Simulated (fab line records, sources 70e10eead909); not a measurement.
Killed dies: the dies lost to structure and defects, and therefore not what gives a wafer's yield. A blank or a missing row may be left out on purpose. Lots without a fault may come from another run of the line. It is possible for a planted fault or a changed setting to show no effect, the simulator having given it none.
fab line records :: flow nand-harc
[record]
  lots = 6
  wafers = 18
  last-day = 33
route steps=1302 shown A_ONON_D1@424 END@1302
lots that met no fault: taken from a fault-free run of the same line
start-h: the number of hours between the record's first day and the start of the first shown wafer of the lot :: wait-h: time in hours since the lot's previous step :: " as in the row above :: L1.1+2: one row covering several wafers at once :: - value missing, or start not given :: * or withheld: withheld :: < > ~ a bound
route shown NAME@n: names a module that has steps shown in the file, with the first one's number in the route :: usual: mean/standard deviation taken from wafers without a fault :: same: alike in all rows :: chamber/n: place in a boat :: sites: per-site readings :: _std_site: the values' standard deviation :: _edge_site: outer sites' mean less inner sites' :: radius-mm: how far each site lies from the wafer's centre :: mask NAME#n: copy n :: behind: the last tool/chamber to shape the wafer :: hold: what put the lot on hold/how long, in hours/how the hold closed :: device: whichever transistor did not switch (one of n, p or np) :: end of line: at the end of the route, the tests of the same wafers :: a step given without rows: its recipe and nothing more :: killed: count of dies lost to structure and defects at first sort (not the wafer's yield) :: map: a wafer's dies, marking killed ones x, the rest . and places with no die _
set.NAME: the run value of the setting; set.NAME@STEP: its run value at that earlier step :: model.NAME: the simulator's own value behind a step, which no gauge read
lots at some steps of the route; a table a step, a row a wafer
services: from which hour (start-h, from the record's first day; less than 0 if before it) a tool's chamber was out of use, for how many hours, and why
[[steps]]
[step NHARC_A_ONON_D1_DEP_00]
[recipe]
  target-thk-a = 10000
  n2-flow-sccm = 2750
  n2o-flow-sccm = 2000
  nh3-flow-sccm = 500
  sih4-flow-sccm = 210
  temp-c = 400
[step NHARC_A_ONON_D1_THK_MEAS_02]
[recipe]
  thk-meas-gauge = ellipsometry
[usual]
  thk-nm = 997/11
lot.wafer: L718.2
tool: film-metro-02
chamber: -
start-h: 189.60
wait-h: -
thk-nm: 996

lot.wafer: L718.4
tool: film-metro-02
chamber: -
start-h: 189.60
wait-h: -
thk-nm: 996

lot.wafer: L718.5
tool: film-metro-02
chamber: -
start-h: 189.60
wait-h: -
thk-nm: 997

lot.wafer: L724.4
tool: film-metro-02
chamber: -
start-h: 255.67
wait-h: -
thk-nm: 1006

lot.wafer: L724.5
tool: film-metro-02
chamber: -
start-h: 255.67
wait-h: -
thk-nm: 1006

lot.wafer: L724.6
tool: film-metro-02
chamber: -
start-h: 255.67
wait-h: -
thk-nm: 1005

lot.wafer: L732.2
tool: film-metro-02
chamber: -
start-h: 332.04
wait-h: -
thk-nm: 994

lot.wafer: L732.3
tool: film-metro-02
chamber: -
start-h: 332.04
wait-h: -
thk-nm: 997

lot.wafer: L732.4
tool: film-metro-02
chamber: -
start-h: 332.04
wait-h: -
thk-nm: 998

lot.wafer: L733.1
tool: film-metro-01
chamber: -
start-h: 341.82
wait-h: -
thk-nm: 999

lot.wafer: L733.5
tool: film-metro-01
chamber: -
start-h: 341.82
wait-h: -
thk-nm: 995

lot.wafer: L733.6
tool: film-metro-01
chamber: -
start-h: 341.82
wait-h: -
thk-nm: 998

lot.wafer: L735.1
tool: film-metro-01
chamber: -
start-h: 362.24
wait-h: -
thk-nm: 990

lot.wafer: L735.4
tool: film-metro-01
chamber: -
start-h: 362.24
wait-h: -
thk-nm: 991

lot.wafer: L735.5
tool: film-metro-01
chamber: -
start-h: 362.24
wait-h: -
thk-nm: 988

lot.wafer: L738.3
tool: film-metro-02
chamber: -
start-h: 391.48
wait-h: -
thk-nm: 1000

lot.wafer: L738.4
tool: film-metro-02
chamber: -
start-h: 391.48
wait-h: -
thk-nm: 1002

lot.wafer: L738.6
tool: film-metro-02
chamber: -
start-h: 391.48
wait-h: -
thk-nm: 999
[step NHARC_A_ONON_D1_DEP_03]
[recipe]
  target-thk-a = 10000
  n2-flow-sccm = 2750
  n2o-flow-sccm = 2000
  nh3-flow-sccm = 500
  sih4-flow-sccm = 210
  temp-c = 400
[step NHARC_A_ONON_D1_THK_MEAS_05]
[recipe]
  thk-meas-gauge = ellipsometry
[usual]
  thk-nm = 997/8.9
lot.wafer: L718.2
tool: film-metro-01
chamber: -
start-h: 190.17
wait-h: -
thk-nm: 992

lot.wafer: L718.4
tool: film-metro-01
chamber: -
start-h: 190.17
wait-h: -
thk-nm: 990

lot.wafer: L718.5
tool: film-metro-01
chamber: -
start-h: 190.17
wait-h: -
thk-nm: 990

lot.wafer: L724.4
tool: film-metro-02
chamber: -
start-h: 256.23
wait-h: -
thk-nm: 983

lot.wafer: L724.5
tool: film-metro-02
chamber: -
start-h: 256.23
wait-h: -
thk-nm: 983

lot.wafer: L724.6
tool: film-metro-02
chamber: -
start-h: 256.23
wait-h: -
thk-nm: 985

lot.wafer: L732.2
tool: film-metro-02
chamber: -
start-h: 332.61
wait-h: -
thk-nm: 1007

lot.wafer: L732.3
tool: film-metro-02
chamber: -
start-h: 332.61
wait-h: -
thk-nm: 1009

lot.wafer: L732.4
tool: film-metro-02
chamber: -
start-h: 332.61
wait-h: -
thk-nm: 1009

lot.wafer: L733.1
tool: film-metro-01
chamber: -
start-h: 342.38
wait-h: -
thk-nm: 989

lot.wafer: L733.5
tool: film-metro-01
chamber: -
start-h: 342.38
wait-h: -
thk-nm: 988

lot.wafer: L733.6
tool: film-metro-01
chamber: -
start-h: 342.38
wait-h: -
thk-nm: 989

lot.wafer: L735.1
tool: film-metro-02
chamber: -
start-h: 362.80
wait-h: -
thk-nm: 1016

lot.wafer: L735.4
tool: film-metro-02
chamber: -
start-h: 362.80
wait-h: -
thk-nm: 1017

lot.wafer: L735.5
tool: film-metro-02
chamber: -
start-h: 362.80
wait-h: -
thk-nm: 1016

lot.wafer: L738.3
tool: film-metro-01
chamber: -
start-h: 392.04
wait-h: -
thk-nm: 999

lot.wafer: L738.4
tool: film-metro-01
chamber: -
start-h: 392.04
wait-h: -
thk-nm: 1000

lot.wafer: L738.6
tool: film-metro-01
chamber: -
start-h: 392.04
wait-h: -
thk-nm: 999
[step NHARC_A_ONON_D1_DEP_06]
[recipe]
  target-thk-a = 10000
  n2-flow-sccm = 2750
  n2o-flow-sccm = 2000
  nh3-flow-sccm = 500
  sih4-flow-sccm = 210
  temp-c = 400
[step NHARC_A_ONON_D1_THK_MEAS_08]
[recipe]
  thk-meas-gauge = ellipsometry
[usual]
  thk-nm = 998/9.2
lot.wafer: L718.2
tool: film-metro-02
chamber: -
start-h: 190.73
wait-h: -
thk-nm: 1002

lot.wafer: L718.4
tool: film-metro-02
chamber: -
start-h: 190.73
wait-h: -
thk-nm: 1003

lot.wafer: L718.5
tool: film-metro-02
chamber: -
start-h: 190.73
wait-h: -
thk-nm: 1002

lot.wafer: L724.4
tool: film-metro-02
chamber: -
start-h: 256.80
wait-h: -
thk-nm: 1015

lot.wafer: L724.5
tool: film-metro-02
chamber: -
start-h: 256.80
wait-h: -
thk-nm: 1014

lot.wafer: L724.6
tool: film-metro-02
chamber: -
start-h: 256.80
wait-h: -
thk-nm: 1013

lot.wafer: L732.2
tool: film-metro-02
chamber: -
start-h: 333.17
wait-h: -
thk-nm: 1000

lot.wafer: L732.3
tool: film-metro-02
chamber: -
start-h: 333.17
wait-h: -
thk-nm: 999

lot.wafer: L732.4
tool: film-metro-02
chamber: -
start-h: 333.17
wait-h: -
thk-nm: 1000

lot.wafer: L733.1
tool: film-metro-01
chamber: -
start-h: 342.95
wait-h: -
thk-nm: 987

lot.wafer: L733.5
tool: film-metro-01
chamber: -
start-h: 342.95
wait-h: -
thk-nm: 987

lot.wafer: L733.6
tool: film-metro-01
chamber: -
start-h: 342.95
wait-h: -
thk-nm: 986

lot.wafer: L735.1
tool: film-metro-02
chamber: -
start-h: 363.36
wait-h: -
thk-nm: 1003

lot.wafer: L735.4
tool: film-metro-02
chamber: -
start-h: 363.36
wait-h: -
thk-nm: 1001

lot.wafer: L735.5
tool: film-metro-02
chamber: -
start-h: 363.36
wait-h: -
thk-nm: 1002

lot.wafer: L738.3
tool: film-metro-02
chamber: -
start-h: 392.60
wait-h: -
thk-nm: 1003

lot.wafer: L738.4
tool: film-metro-02
chamber: -
start-h: 392.60
wait-h: -
thk-nm: 1000

lot.wafer: L738.6
tool: film-metro-02
chamber: -
start-h: 392.60
wait-h: -
thk-nm: 1002
[step NHARC_A_ONON_D1_DEP_09]
[recipe]
  target-thk-a = 10000
  n2-flow-sccm = 2750
  n2o-flow-sccm = 2000
  nh3-flow-sccm = 500
  sih4-flow-sccm = 210
  temp-c = 400
[step NHARC_A_ONON_D1_THK_MEAS_11]
[recipe]
  thk-meas-gauge = ellipsometry
[usual]
  thk-nm = 1000/9.1
lot.wafer: L718.2
tool: film-metro-01
chamber: -
start-h: 191.30
wait-h: -
thk-nm: 980

lot.wafer: L718.4
tool: film-metro-01
chamber: -
start-h: 191.30
wait-h: -
thk-nm: 981

lot.wafer: L718.5
tool: film-metro-01
chamber: -
start-h: 191.30
wait-h: -
thk-nm: 979

lot.wafer: L724.4
tool: film-metro-01
chamber: -
start-h: 257.37
wait-h: -
thk-nm: 997

lot.wafer: L724.5
tool: film-metro-01
chamber: -
start-h: 257.37
wait-h: -
thk-nm: 998

lot.wafer: L724.6
tool: film-metro-01
chamber: -
start-h: 257.37
wait-h: -
thk-nm: 998

lot.wafer: L732.2
tool: film-metro-02
chamber: -
start-h: 333.73
wait-h: -
thk-nm: 994

lot.wafer: L732.3
tool: film-metro-02
chamber: -
start-h: 333.73
wait-h: -
thk-nm: 995

lot.wafer: L732.4
tool: film-metro-02
chamber: -
start-h: 333.73
wait-h: -
thk-nm: 994

lot.wafer: L733.1
tool: film-metro-02
chamber: -
start-h: 343.52
wait-h: -
thk-nm: 995

lot.wafer: L733.5
tool: film-metro-02
chamber: -
start-h: 343.52
wait-h: -
thk-nm: 994

lot.wafer: L733.6
tool: film-metro-02
chamber: -
start-h: 343.52
wait-h: -
thk-nm: 995

lot.wafer: L735.1
tool: film-metro-02
chamber: -
start-h: 363.93
wait-h: -
thk-nm: 1008

lot.wafer: L735.4
tool: film-metro-02
chamber: -
start-h: 363.93
wait-h: -
thk-nm: 1005

lot.wafer: L735.5
tool: film-metro-02
chamber: -
start-h: 363.93
wait-h: -
thk-nm: 1009

lot.wafer: L738.3
tool: film-metro-01
chamber: -
start-h: 393.16
wait-h: -
thk-nm: 1014

lot.wafer: L738.4
tool: film-metro-01
chamber: -
start-h: 393.16
wait-h: -
thk-nm: 1014

lot.wafer: L738.6
tool: film-metro-01
chamber: -
start-h: 393.16
wait-h: -
thk-nm: 1014
[step NHARC_A_ONON_D1_DEP_12]
[recipe]
  target-thk-a = 10000
  n2-flow-sccm = 2750
  n2o-flow-sccm = 2000
  nh3-flow-sccm = 500
  sih4-flow-sccm = 210
  temp-c = 400
[step NHARC_A_ONON_D1_THK_MEAS_14]
[recipe]
  thk-meas-gauge = ellipsometry
[usual]
  thk-nm = 1000/9.3
lot.wafer: L718.2
tool: film-metro-01
chamber: -
start-h: 191.86
wait-h: -
thk-nm: 1016

lot.wafer: L718.4
tool: film-metro-01
chamber: -
start-h: 191.86
wait-h: -
thk-nm: 1019

lot.wafer: L718.5
tool: film-metro-01
chamber: -
start-h: 191.86
wait-h: -
thk-nm: 1017

lot.wafer: L724.4
tool: film-metro-02
chamber: -
start-h: 257.94
wait-h: -
thk-nm: 995

lot.wafer: L724.5
tool: film-metro-02
chamber: -
start-h: 257.94
wait-h: -
thk-nm: 992

lot.wafer: L724.6
tool: film-metro-02
chamber: -
start-h: 257.94
wait-h: -
thk-nm: 996

lot.wafer: L732.2
tool: film-metro-02
chamber: -
start-h: 334.30
wait-h: -
thk-nm: 1008

lot.wafer: L732.3
tool: film-metro-02
chamber: -
start-h: 334.30
wait-h: -
thk-nm: 1007

lot.wafer: L732.4
tool: film-metro-02
chamber: -
start-h: 334.30
wait-h: -
thk-nm: 1007

lot.wafer: L733.1
tool: film-metro-01
chamber: -
start-h: 344.09
wait-h: -
thk-nm: 999

lot.wafer: L733.5
tool: film-metro-01
chamber: -
start-h: 344.09
wait-h: -
thk-nm: 999

lot.wafer: L733.6
tool: film-metro-01
chamber: -
start-h: 344.09
wait-h: -
thk-nm: 998

lot.wafer: L735.1
tool: film-metro-02
chamber: -
start-h: 364.50
wait-h: -
thk-nm: 974

lot.wafer: L735.4
tool: film-metro-02
chamber: -
start-h: 364.50
wait-h: -
thk-nm: 974

lot.wafer: L735.5
tool: film-metro-02
chamber: -
start-h: 364.50
wait-h: -
thk-nm: 975

lot.wafer: L738.3
tool: film-metro-01
chamber: -
start-h: 393.73
wait-h: -
thk-nm: 1000

lot.wafer: L738.4
tool: film-metro-01
chamber: -
start-h: 393.73
wait-h: -
thk-nm: 999

lot.wafer: L738.6
tool: film-metro-01
chamber: -
start-h: 393.73
wait-h: -
thk-nm: 1000
[step NHARC_A_ONON_D1_ANNEAL_15]
[recipe]
  temp-c = 750
  time-s = 3600
[step NHARC_A_ONON_D1_DEP_16]
[recipe]
  target-thk-a = 10000
  n2-flow-sccm = 2750
  n2o-flow-sccm = 2000
  nh3-flow-sccm = 500
  sih4-flow-sccm = 210
  temp-c = 400
lot.wafer: L718.2+4+5
tool: pecvd-onon-01
chamber: 0
start-h: 199.48
wait-h: 0.1

lot.wafer: L724.4+5+6
tool: pecvd-onon-04
chamber: 0
start-h: 265.52
wait-h: 0.2

lot.wafer: L732.2+3+4
tool: pecvd-onon-01
chamber: 0
start-h: 341.60
wait-h: 0.1

lot.wafer: L733.1+5+6
tool: pecvd-onon-01
chamber: 0
start-h: 353.10
wait-h: 0.3

lot.wafer: L735.1+4+5
tool: pecvd-onon-04
chamber: 0
start-h: 372.03
wait-h: 0.1

lot.wafer: L738.3+4+6
tool: pecvd-onon-03
chamber: 0
start-h: 401.14
wait-h: 0.2
[step NHARC_A_ONON_D1_THK_MEAS_18]
[recipe]
  thk-meas-gauge = ellipsometry
[usual]
  thk-nm = 1002/11
lot.wafer: L718.2
tool: film-metro-01
chamber: -
start-h: 199.93
wait-h: -
thk-nm: 1008

lot.wafer: L718.4
tool: film-metro-01
chamber: -
start-h: 199.93
wait-h: -
thk-nm: 1008

lot.wafer: L718.5
tool: film-metro-01
chamber: -
start-h: 199.93
wait-h: -
thk-nm: 1004

lot.wafer: L724.4
tool: film-metro-01
chamber: -
start-h: 265.86
wait-h: -
thk-nm: 1020

lot.wafer: L724.5
tool: film-metro-01
chamber: -
start-h: 265.86
wait-h: -
thk-nm: 1020

lot.wafer: L724.6
tool: film-metro-01
chamber: -
start-h: 265.86
wait-h: -
thk-nm: 1023

lot.wafer: L732.2
tool: film-metro-01
chamber: -
start-h: 342.05
wait-h: -
thk-nm: 1532

lot.wafer: L732.3
tool: film-metro-01
chamber: -
start-h: 342.05
wait-h: -
thk-nm: 1532

lot.wafer: L732.4
tool: film-metro-01
chamber: -
start-h: 342.05
wait-h: -
thk-nm: 1531

lot.wafer: L733.1
tool: film-metro-02
chamber: -
start-h: 353.60
wait-h: -
thk-nm: 1535

lot.wafer: L733.5
tool: film-metro-02
chamber: -
start-h: 353.60
wait-h: -
thk-nm: 1536

lot.wafer: L733.6
tool: film-metro-02
chamber: -
start-h: 353.60
wait-h: -
thk-nm: 1534

lot.wafer: L735.1
tool: film-metro-02
chamber: -
start-h: 372.54
wait-h: -
thk-nm: 1010

lot.wafer: L735.4
tool: film-metro-02
chamber: -
start-h: 372.54
wait-h: -
thk-nm: 1012

lot.wafer: L735.5
tool: film-metro-02
chamber: -
start-h: 372.54
wait-h: -
thk-nm: 1010

lot.wafer: L738.3
tool: film-metro-02
chamber: -
start-h: 401.54
wait-h: -
thk-nm: 978

lot.wafer: L738.4
tool: film-metro-02
chamber: -
start-h: 401.54
wait-h: -
thk-nm: 976

lot.wafer: L738.6
tool: film-metro-02
chamber: -
start-h: 401.54
wait-h: -
thk-nm: 976
[step NHARC_A_ONON_D1_DEP_19]
[recipe]
  target-thk-a = 10000
  n2-flow-sccm = 2750
  n2o-flow-sccm = 2000
  nh3-flow-sccm = 500
  sih4-flow-sccm = 210
  temp-c = 400
[step NHARC_END_SORT_01]
[recipe]
  temp-c = 25
[usual]
  killed-at-array = 46/16
  killed-at-other = 0.9/1.3
  killed-at-periphery = 4.1/3
  killed-dies = 51/17
  killed-open = 3.5/1.8
  killed-short = 2.5/1.8
[same]
  gross-dies = 677
lot.wafer: L732.2
tool: prober-01
chamber: 0
start-h: 742.98
wait-h: 2.8
killed-at-array: 677
killed-at-other: 0
killed-at-periphery: 0
killed-dies: 677
killed-open: 3
killed-short: 1

lot.wafer: L732.3
tool: prober-01
chamber: 0
start-h: 743.76
wait-h: 3.1
killed-at-array: 671
killed-at-other: 0
killed-at-periphery: 6
killed-dies: 677
killed-open: 3
killed-short: 0

lot.wafer: L732.4
tool: prober-01
chamber: 0
start-h: 744.55
wait-h: 3.4
killed-at-array: 675
killed-at-other: 0
killed-at-periphery: 2
killed-dies: 677
killed-open: 7
killed-short: 2

lot.wafer: L733.1
tool: prober-02
chamber: 0
start-h: 768.74
wait-h: 2.5
killed-at-array: 669
killed-at-other: 0
killed-at-periphery: 8
killed-dies: 677
killed-open: 1
killed-short: 1

lot.wafer: L733.5
tool: prober-02
chamber: 0
start-h: 771.89
wait-h: 3.6
killed-at-array: 666
killed-at-other: 2
killed-at-periphery: 9
killed-dies: 677
killed-open: 3
killed-short: 4

lot.wafer: L733.6
tool: prober-02
chamber: 0
start-h: 772.67
wait-h: 3.9
killed-at-array: 674
killed-at-other: 0
killed-at-periphery: 3
killed-dies: 677
killed-open: 2
killed-short: 3
// killed by level:class
L732.2 A_ONON_D1:area-dep=631 A_CHANNEL_HOLE_D1:chamber-film-flake=15 A_STAIRCASE:chamber-film-flake=13 A_CHANNEL_HOLE_D2:chamber-film-flake=5 A_SLIT:chamber-film-flake=5 A_CHANNEL_HOLE_D1:geometric-particle:open=1 A_CHANNEL_FILL_D2:geometric-particle:open=1 A_WL_FILL:geometric-particle:short=1
L732.3 A_ONON_D1:area-dep=627 A_CHANNEL_HOLE_D1:chamber-film-flake=19 A_STAIRCASE:chamber-film-flake=9 P_GATE:chamber-film-flake=5 A_WL_FILL:chamber-film-flake=5 A_CHANNEL_HOLE_D2:chamber-film-flake=2 A_CONTACT:chamber-film-flake=2 A_BONDPAD:chamber-film-flake=2
L732.4 A_ONON_D1:area-dep=635 A_CHANNEL_HOLE_D1:chamber-film-flake=10 A_CHANNEL_HOLE_D2:chamber-film-flake=7 A_SLIT:chamber-film-flake=7 A_STAIRCASE:chamber-film-flake=6 P_CONTACT:geometric-particle:open=2 A_SOURCE_PLATE:geometric-particle:short=1 A_CHANNEL_FILL_D1:geometric-particle:open=1
L733.1 A_ONON_D1:area-dep=635 A_CHANNEL_HOLE_D1:chamber-film-flake=9 A_CONTACT:chamber-film-flake=8 A_SLIT:chamber-film-flake=6 P_STI:chamber-film-flake=3 P_M1:chamber-film-flake=3 A_CHANNEL_FILL_D1:chamber-film-flake=3 A_STAIRCASE:chamber-film-flake=2
L733.5 A_ONON_D1:area-dep=633 A_CONTACT:chamber-film-flake=11 A_CHANNEL_HOLE_D1:chamber-film-flake=4 P_M1:chamber-film-flake=3 A_WL_FILL:chamber-film-flake=3 P_STI:chamber-film-flake=2 P_GATE:chamber-film-flake=2 THIN_TSV:chamber-film-flake=2
L733.6 A_ONON_D1:area-dep=649 A_CHANNEL_HOLE_D1:chamber-film-flake=10 A_CONTACT:chamber-film-flake=6 P_M1:chamber-film-flake=2 A_CHANNEL_FILL_D1:chamber-film-flake=2 A_CHANNEL_FILL_D2:geometric-particle:open=1 A_CHANNEL_FILL_D2:geometric-particle:short=1 A_SGD_CUT:geometric-particle:open=1
// map L732.2 (x killed, . not)
____________x____________
_________xxxxxxx_________
_______xxxxxxxxxxx_______
______xxxxxxxxxxxxx______
_____xxxxxxxxxxxxxxx_____
____xxxxxxxxxxxxxxxxx____
____xxxxxxxxxxxxxxxxx____
___xxxxxxxxxxxxxxxxxxx___
___xxxxxxxxxxxxxxxxxxx___
__xxxxxxxxxxxxxxxxxxxxx__
__xxxxxxxxxxxxxxxxxxxxx__
_xxxxxxxxxxxxxxxxxxxxxxx_
_xxxxxxxxxxxxxxxxxxxxxxx_
_xxxxxxxxxxxxxxxxxxxxxxx_
_xxxxxxxxxxxxxxxxxxxxxxx_
_xxxxxxxxxxxxxxxxxxxxxxx_
xxxxxxxxxxxxxxxxxxxxxxxxx
xxxxxxxxxxxxxxxxxxxxxxxxx
xxxxxxxxxxxxxxxxxxxxxxxxx
xxxxxxxxxxxxxxxxxxxxxxxxx
xxxxxxxxxxxxxxxxxxxxxxxxx
_xxxxxxxxxxxxxxxxxxxxxxx_
_xxxxxxxxxxxxxxxxxxxxxxx_
_xxxxxxxxxxxxxxxxxxxxxxx_
_xxxxxxxxxxxxxxxxxxxxxxx_
_xxxxxxxxxxxxxxxxxxxxxxx_
__xxxxxxxxxxxxxxxxxxxxx__
__xxxxxxxxxxxxxxxxxxxxx__
___xxxxxxxxxxxxxxxxxxx___
___xxxxxxxxxxxxxxxxxxx___
____xxxxxxxxxxxxxxxxx____
____xxxxxxxxxxxxxxxxx____
_____xxxxxxxxxxxxxxx_____
______xxxxxxxxxxxxx______
_______xxxxxxxxxxx_______
_________xxxxxxx_________
____________x____________
// map L733.1 (x killed, . not)
____________x____________
_________xxxxxxx_________
_______xxxxxxxxxxx_______
______xxxxxxxxxxxxx______
_____xxxxxxxxxxxxxxx_____
____xxxxxxxxxxxxxxxxx____
____xxxxxxxxxxxxxxxxx____
___xxxxxxxxxxxxxxxxxxx___
___xxxxxxxxxxxxxxxxxxx___
__xxxxxxxxxxxxxxxxxxxxx__
__xxxxxxxxxxxxxxxxxxxxx__
_xxxxxxxxxxxxxxxxxxxxxxx_
_xxxxxxxxxxxxxxxxxxxxxxx_
_xxxxxxxxxxxxxxxxxxxxxxx_
_xxxxxxxxxxxxxxxxxxxxxxx_
_xxxxxxxxxxxxxxxxxxxxxxx_
xxxxxxxxxxxxxxxxxxxxxxxxx
xxxxxxxxxxxxxxxxxxxxxxxxx
xxxxxxxxxxxxxxxxxxxxxxxxx
xxxxxxxxxxxxxxxxxxxxxxxxx
xxxxxxxxxxxxxxxxxxxxxxxxx
_xxxxxxxxxxxxxxxxxxxxxxx_
_xxxxxxxxxxxxxxxxxxxxxxx_
_xxxxxxxxxxxxxxxxxxxxxxx_
_xxxxxxxxxxxxxxxxxxxxxxx_
_xxxxxxxxxxxxxxxxxxxxxxx_
__xxxxxxxxxxxxxxxxxxxxx__
__xxxxxxxxxxxxxxxxxxxxx__
___xxxxxxxxxxxxxxxxxxx___
___xxxxxxxxxxxxxxxxxxx___
____xxxxxxxxxxxxxxxxx____
____xxxxxxxxxxxxxxxxx____
_____xxxxxxxxxxxxxxx_____
______xxxxxxxxxxxxx______
_______xxxxxxxxxxx_______
_________xxxxxxx_________
____________x____________
[[services]]
tool: pecvd-onon-03
chamber: -
start-h: 227.00
hours: 13.0
kind: pm

tool: pecvd-onon-01
chamber: -
start-h: 269.33
hours: 13.0
kind: pm

tool: pecvd-onon-03
chamber: -
start-h: 310.01
hours: 5.8
kind: repair

tool: pecvd-onon-04
chamber: -
start-h: 311.29
hours: 13.0
kind: pm
[[key]]
[first-sign]
  step = NHARC_A_ONON_D1_THK_MEAS_18
  reading = thk-nm
  direction = up
  sigmas = 47
  usual = 1002
  struck = 1533
[effect]
  step = NHARC_END_SORT_01
  reading = killed-at-array
  direction = up
  sigmas = 38
  usual = 46
  struck = 672
[more-kills-born-at]
  NHARC_A_ONON_D1_DEP_16@pecvd-onon-01 = 3810
met-at NHARC_A_ONON_D1_DEP_16
struck-wafers L732.2,L732.3,L732.4,L733.1,L733.5,L733.6
later-rows-left-out L732.2,L732.3,L732.4,L733.1,L733.5,L733.6
tester-left-out L732,L733
onset-between 199.48 341.60
[fault]
  kind = process-parameter-drift
  tool = pecvd-onon-01
  chamber = -
  onset-h = 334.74
  steps = NHARC_A_ONON_D1_DEP_16
  channel = target-thk-a
  offset = *
  shape = step
  end-h = 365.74
  acts-in = *
  stated = *
// tester-left-out: of these lots the tester's yield and bins aren't shown, on N5 and GAA mostly nor the transistor test; their killed dies are dies lost to structure and defects alone, not to doping, threshold or leakage, so they don't give the yield
// later-rows-left-out: the simulator's readings of these wafers behind a module that went badly wrong aren't trusted and aren't shown, but for the sort
